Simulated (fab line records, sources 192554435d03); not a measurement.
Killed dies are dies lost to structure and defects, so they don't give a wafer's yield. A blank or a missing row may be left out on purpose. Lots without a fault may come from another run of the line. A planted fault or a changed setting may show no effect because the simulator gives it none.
Chamber matching | flow n5_finfet | N5_DUMMY_GATE_ETCH_36 on rie_diel-01: 4 sister chambers
The step etches SiARC in CF4, target depth 13 nm. 16 wafers are shown with their chamber, then 8 later ones without.

WAFERS WITH THEIR CHAMBER
wafer  | chamber | showerhead_plenum_p_Torr (Torr) | drypump_motor_current_A (A) | rf_vpp_V (V)
L074.3 | 0       | 2.20                            | 6.2                         | 185.2
L074.4 | 2       | 2.23                            | 6.0                         | 184.0
L074.6 | 1       | 2.12                            | 6.1                         | 183.9
L075.1 | 0       | 2.20                            | 6.2                         | 184.9
L075.2 | 2       | 2.23                            | 6.0                         | 186.1
L075.4 | 1       | 2.12                            | 6.1                         | 184.0
L079.3 | 3       | 2.15                            | 5.9                         | 184.2
L079.4 | 2       | 2.22                            | 6.0                         | 185.6
L079.6 | 0       | 2.20                            | 6.2                         | 185.6
L084.2 | 3       | 2.14                            | 5.9                         | 184.2
L084.4 | 2       | 2.22                            | 6.0                         | 186.5
L084.6 | 3       | 2.14                            | 5.9                         | 184.7
L090.1 | 3       | 2.14                            | 5.9                         | 183.9
L090.3 | 2       | 2.22                            | 6.0                         | 185.7
L090.5 | 1       | 2.11                            | 6.1                         | 182.1
L091.1 | 1       | 2.11                            | 6.0                         | 182.7

SIGNATURES (means of the wafers above)
reading                  | chamber 0 | chamber 1 | chamber 2 | chamber 3 | scatter within a chamber
showerhead_plenum_p_Torr | 2.2000    | 2.1150    | 2.2240    | 2.1425    | 0.00496
drypump_motor_current_A  | 6.200     | 6.075     | 6.000     | 5.900     | 0.025
rf_vpp_V                 | 185.233   | 183.175   | 185.580   | 184.250   | 0.752
Rule: a wafer's distance from a chamber is the root of the sum, over the readings, of the square of ((its reading less the chamber's mean) divided by the reading's scatter). The wafer belongs to the nearest chamber; if the next one is less than 2 further off, it can't be placed. The scatter: the root of (the sum of the squares of (reading less its chamber's mean) over the shown wafers, divided by (wafers less chambers)).

WAFERS WITHOUT THEIR CHAMBER
wafer  | showerhead_plenum_p_Torr (Torr) | drypump_motor_current_A (A) | rf_vpp_V (V)
L091.2 | 2.21                            | 6.0                         | 185.6
L091.4 | 2.11                            | 6.0                         | 184.7
L095.1 | 2.11                            | 6.0                         | 184.9
L095.2 | 2.14                            | 5.9                         | 182.8
L095.4 | 2.21                            | 6.0                         | 185.3
L096.4 | 2.19                            | 6.2                         | 183.9
L096.5 | 2.19                            | 6.2                         | 182.8
L096.6 | 2.11                            | 6.1                         | 184.4

WHICH CHAMBER EACH WENT THROUGH
wafer  | from the rows above | in truth
L091.2 | 2                   | 2
L091.4 | 1                   | 1
L095.1 | 1                   | 1
L095.2 | 3                   | 3
L095.4 | 2                   | 2
L096.4 | 0                   | 0
L096.5 | 0                   | 0
L096.6 | 1                   | 1
Placed correctly: 8 of 8. Can't be placed from these rows: 0. Placed wrongly: 0.
